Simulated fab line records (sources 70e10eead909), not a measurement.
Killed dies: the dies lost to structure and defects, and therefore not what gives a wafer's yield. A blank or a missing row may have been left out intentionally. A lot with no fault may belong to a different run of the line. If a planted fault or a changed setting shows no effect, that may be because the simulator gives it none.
Check for tools in common | flow nand-harc | Lots sampled 13, wafers sampled 45

THE REASON FOR OPENING IT
At NHARC_A_ONON_D2_THK_MEAS_11 the reading thk-nm is flagged on 2 of 13 lots. Fault-free wafers read 1001 nm, with a standard deviation of 11.
Rule: a lot is flagged in two cases, either no wafer of it has a number, or all its wafers with numbers fall more than 4 standard deviations from that mean. All remaining lots are regarded as sound.

lot  | measured     | on            | thk-nm (nm), wafer by wafer | flag
L126 | day 13 00:25 | film-metro-02 | 1002 1000 1000              |
L127 | day 13 00:34 | film-metro-02 | 992 990 990                 |
L128 | day 13 19:47 | film-metro-01 | 999 997 998                 |
L129 | day 14 00:26 | film-metro-01 | 992 993 992                 |
L131 | day 14 17:13 | film-metro-02 | 980 982 980                 |
L130 | day 14 17:14 | film-metro-01 | 999 998 998                 |
L132 | day 15 20:30 | film-metro-02 | 1013 1012 1013              |
L136 | day 16 19:31 | film-metro-01 | 324 323 325 326 324 325     | FLAGGED
L137 | day 17 05:44 | film-metro-01 | 315 317 315 315 314 314     | FLAGGED
L144 | day 20 01:22 | film-metro-02 | 987 986 986                 |
L145 | day 21 00:50 | film-metro-01 | 986 986 988                 |
L146 | day 21 22:51 | film-metro-02 | 1013 1012 1015              |
L148 | day 22 11:36 | film-metro-01 | 1015 1013 1015              |
The numbers of the flagged lots are 320 nm on average: -681 nm against the usual, or -62 standard deviations.

WHICH TOOL RAN EACH LOT
The record holds 4 process steps before the reading, out of a route of 1302 steps. Each cell gives the tool, then ch followed by the chambers the sampled wafers passed through, then the start.
lot  | flag    | NHARC_A_CHANNEL_HOLE_D1_STRIP_27              | NHARC_A_CHANNEL_FILL_D1_ALD_02   | NHARC_A_CHANNEL_FILL_D1_ALD_16   | NHARC_A_ONON_D2_DEP_09
L126 |         | rie-diel-07 ch 0,1,3, day 9 12:53 or earlier  | ald-hk-04 ch 0,2,3, day 9 12:53  | ald-hk-04 ch 0,1,2, day 10 01:26 | pecvd-onon-01 ch 0, day 12 23:54
L127 |         | rie-diel-05 ch 0,1,3, day 9 16:42 or earlier  | ald-hk-04 ch 1,2,3, day 9 16:42  | ald-hk-01 ch 1,2,3, day 10 04:56 | pecvd-onon-02 ch 0, day 13 00:07
L128 |         | rie-diel-07 ch 0,1, day 9 23:00 or earlier    | ald-hk-04 ch 0,1, day 9 23:00    | ald-hk-04 ch 0,1,2, day 10 11:13 | pecvd-onon-03 ch 0, day 13 19:20
L129 |         | rie-diel-01 ch 2,3, day 10 08:27 or earlier   | ald-hk-03 ch 1,2, day 10 08:27   | ald-hk-01 ch 0,1,3, day 10 20:43 | pecvd-onon-01 ch 0, day 13 23:55
L131 |         | rie-diel-01 ch 0,3, day 11 05:58 or earlier   | ald-hk-01 ch 1,2,3, day 11 05:58 | ald-hk-03 ch 0,3, day 11 18:02   | pecvd-onon-02 ch 0, day 14 16:50
L130 |         | rie-diel-01 ch 1,3, day 11 08:50 or earlier   | ald-hk-01 ch 0,1, day 11 08:50   | ald-hk-01 ch 0,3, day 11 21:03   | pecvd-onon-01 ch 0, day 14 16:43
L132 |         | rie-diel-01 ch 0,3, day 12 05:29 or earlier   | ald-hk-03 ch 1,2, day 12 05:29   | ald-hk-03 ch 1,2, day 12 17:41   | pecvd-onon-03 ch 0, day 15 20:02
L136 | FLAGGED | rie-diel-01 ch 1,2, day 13 09:21 or earlier   | ald-hk-04 ch 0,1, day 13 09:21   | ald-hk-03 ch 1,2,3, day 13 22:59 | pecvd-onon-03 ch 0, day 16 19:07
L137 | FLAGGED | rie-diel-01 ch 1,2,3, day 13 17:38 or earlier | ald-hk-04 ch 0,2,3, day 13 17:38 | ald-hk-04 ch 1,2,3, day 14 05:49 | pecvd-onon-03 ch 0, day 17 05:17
L144 |         | rie-diel-05 ch 1,2,3, day 16 16:53 or earlier | ald-hk-03 ch 0,2,3, day 16 16:53 | ald-hk-04 ch 0,1,2, day 17 05:09 | pecvd-onon-02 ch 0, day 20 00:51
L145 |         | rie-diel-07 ch 1,2,3, day 17 10:44 or earlier | ald-hk-01 ch 0,1,2, day 17 10:44 | ald-hk-04 ch 1,2,3, day 17 22:55 | pecvd-onon-03 ch 0, day 21 00:19
L146 |         | rie-diel-05 ch 0,2, day 17 14:51 or earlier   | ald-hk-04 ch 0,1, day 17 14:51   | ald-hk-04 ch 0,1,3, day 18 03:03 | pecvd-onon-03 ch 0, day 21 22:23
L148 |         | rie-diel-01 ch 1,2, day 18 13:50 or earlier   | ald-hk-01 ch 0,1, day 18 13:50   | ald-hk-04 ch 0,1,3, day 19 02:09 | pecvd-onon-03 ch 0, day 22 11:09
These steps, and what they do:
- NHARC_A_CHANNEL_HOLE_D1_STRIP_27: strips in O2.
- NHARC_A_CHANNEL_FILL_D1_ALD_02: deposits SiO2, target thk 6 nm, pulse time 10 s, ald cycles 60.
- NHARC_A_CHANNEL_FILL_D1_ALD_16: deposits SiO2, target thk 1.5 nm, pulse time 10 s, ald cycles 15.
- NHARC_A_ONON_D2_DEP_09: target thk 1000 nm.
- NHARC_A_ONON_D2_THK_MEAS_11: measures by ellipsometry.

FLAGGED OVER TOTAL, TOOL BY TOOL (the gauges that took the reading come last)
step                             | tool          | lots run | flagged | share of the flagged lots | sound lots run after its first flagged lot
NHARC_A_CHANNEL_HOLE_D1_STRIP_27 | rie-diel-01   | 7        | 2       | all                       | 1 (L148)
NHARC_A_CHANNEL_HOLE_D1_STRIP_27 | rie-diel-05   | 3        | 0       | none                      | -
NHARC_A_CHANNEL_HOLE_D1_STRIP_27 | rie-diel-07   | 3        | 0       | none                      | -
NHARC_A_CHANNEL_FILL_D1_ALD_02   | ald-hk-01     | 4        | 0       | none                      | -
NHARC_A_CHANNEL_FILL_D1_ALD_02   | ald-hk-03     | 3        | 0       | none                      | -
NHARC_A_CHANNEL_FILL_D1_ALD_02   | ald-hk-04     | 6        | 2       | all                       | 1 (L146)
NHARC_A_CHANNEL_FILL_D1_ALD_16   | ald-hk-01     | 3        | 0       | none                      | -
NHARC_A_CHANNEL_FILL_D1_ALD_16   | ald-hk-03     | 3        | 1       | some                      | 0
NHARC_A_CHANNEL_FILL_D1_ALD_16   | ald-hk-04     | 7        | 1       | some                      | 4 (L144,L145,L146,L148)
NHARC_A_ONON_D2_DEP_09           | pecvd-onon-01 | 3        | 0       | none                      | -
NHARC_A_ONON_D2_DEP_09           | pecvd-onon-02 | 3        | 0       | none                      | -
NHARC_A_ONON_D2_DEP_09           | pecvd-onon-03 | 7        | 2       | all                       | 3 (L145,L146,L148)
NHARC_A_ONON_D2_THK_MEAS_11      | film-metro-01 | 7        | 2       | all                       | 2 (L145,L148)
NHARC_A_ONON_D2_THK_MEAS_11      | film-metro-02 | 6        | 0       | none                      | -
With no start given for some of its lots, NHARC_A_CHANNEL_HOLE_D1_STRIP_27 uses the hours and lot order of NHARC_A_CHANNEL_FILL_D1_ALD_02.

WHAT THE TABLE ALLOWS
4 rows of the table ran every flagged lot: rie-diel-01 at NHARC_A_CHANNEL_HOLE_D1_STRIP_27, ald-hk-04 at NHARC_A_CHANNEL_FILL_D1_ALD_02, pecvd-onon-03 at NHARC_A_ONON_D2_DEP_09, film-metro-01 at NHARC_A_ONON_D2_THK_MEAS_11.
- rie-diel-01 at NHARC_A_CHANNEL_HOLE_D1_STRIP_27: 2 of its 7 lots flagged. Sound lots ran on it after the first flagged one (L148), which a lasting fault on the whole tool wouldn't allow.
- ald-hk-04 at NHARC_A_CHANNEL_FILL_D1_ALD_02: 2 of its 6 lots flagged. Sound lots ran on it after the first flagged one (L146), which a lasting fault on the whole tool wouldn't allow.
- pecvd-onon-03 at NHARC_A_ONON_D2_DEP_09: 2 of its 7 lots flagged. Sound lots ran on it after the first flagged one (L145, L146, L148), which a lasting fault on the whole tool wouldn't allow.
- film-metro-01 at NHARC_A_ONON_D2_THK_MEAS_11: 2 of its 7 lots flagged. Sound lots ran on it after the first flagged one (L145, L148), which a lasting fault on the whole tool wouldn't allow.
There is no row in the table that ran each flagged lot and no sound lot after the first.

WHAT HAD BEEN PUT IN BY THE SIMULATOR
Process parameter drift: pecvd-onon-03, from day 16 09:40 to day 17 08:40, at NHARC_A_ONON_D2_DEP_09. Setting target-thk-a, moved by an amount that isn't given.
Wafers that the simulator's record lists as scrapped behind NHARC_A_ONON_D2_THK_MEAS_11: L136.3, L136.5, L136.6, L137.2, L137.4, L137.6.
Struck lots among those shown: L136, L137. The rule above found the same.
